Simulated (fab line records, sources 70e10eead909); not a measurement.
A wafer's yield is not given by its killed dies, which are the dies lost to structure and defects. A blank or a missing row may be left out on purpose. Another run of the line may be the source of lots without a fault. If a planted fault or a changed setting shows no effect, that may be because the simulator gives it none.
Chamber matching    flow nandHarc    NHARC_P_CONTACT_DEP_30 on pecvd-03: 3 sister chambers
The step deposits SiNx, target thk 30 nm. 14 wafers are shown with their chamber, then 7 later ones without.

== WAFERS, EACH WITH ITS CHAMBER ==
wafer   chamber  heaterPowerW (W)  rfFwdPowerW (W)
L275.2  2        612               448.1
L275.5  2        633               449.7
L275.6  0        670               448.2
L277.1  0        676               449.9
L277.2  1        743               448.3
L277.6  0        681               448.2
L287.1  2        621               449.9
L287.3  1        703               447.1
L287.5  0        735               447.4
L288.1  1        774               447.4
L288.4  2        643               447.8
L288.6  1        759               446.6
L290.1  1        775               446.5
L290.4  2        601               445.2

SIGNATURES, as means of the wafers listed above
reading       chamber 0  chamber 1  chamber 2  scatter within a chamber
heaterPowerW  690.50     750.80     622.00     25.8
rfFwdPowerW   448.425    447.180    448.140    1.34
Rule: a wafer's distance from a chamber is the root of the sum, over the readings, of the square of ((its reading less the chamber's mean) divided by the reading's scatter). The wafer belongs to the nearest chamber; if the next one is less than 2 further off, it can't be placed. How the scatter is found: for the shown wafers, subtract from each reading the mean of its chamber, square and add these, divide the total by (wafers less chambers), then take the root.

== WAFERS WHOSE CHAMBER IS MISSING ==
wafer   heaterPowerW (W)  rfFwdPowerW (W)
L290.5  795               447.9
L294.3  714               450.5
L294.5  743               449.8
L294.6  638               450.9
L297.1  750               447.2
L297.3  721               447.9
L297.5  737               447.3

== WHICH CHAMBER EACH ONE RAN IN ==
wafer   from the rows above      in truth
L290.5  1                        1
L294.3  can't be placed: 0 or 1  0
L294.5  can't be placed: 1 or 0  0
L294.6  can't be placed: 2 or 0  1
L297.1  1                        1
L297.3  can't be placed: 0 or 1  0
L297.5  can't be placed: 1 or 0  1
Correctly placed: 2 of 7. These rows do not allow placing 5 (true chamber among the candidates in 4). Wrongly placed: 0.
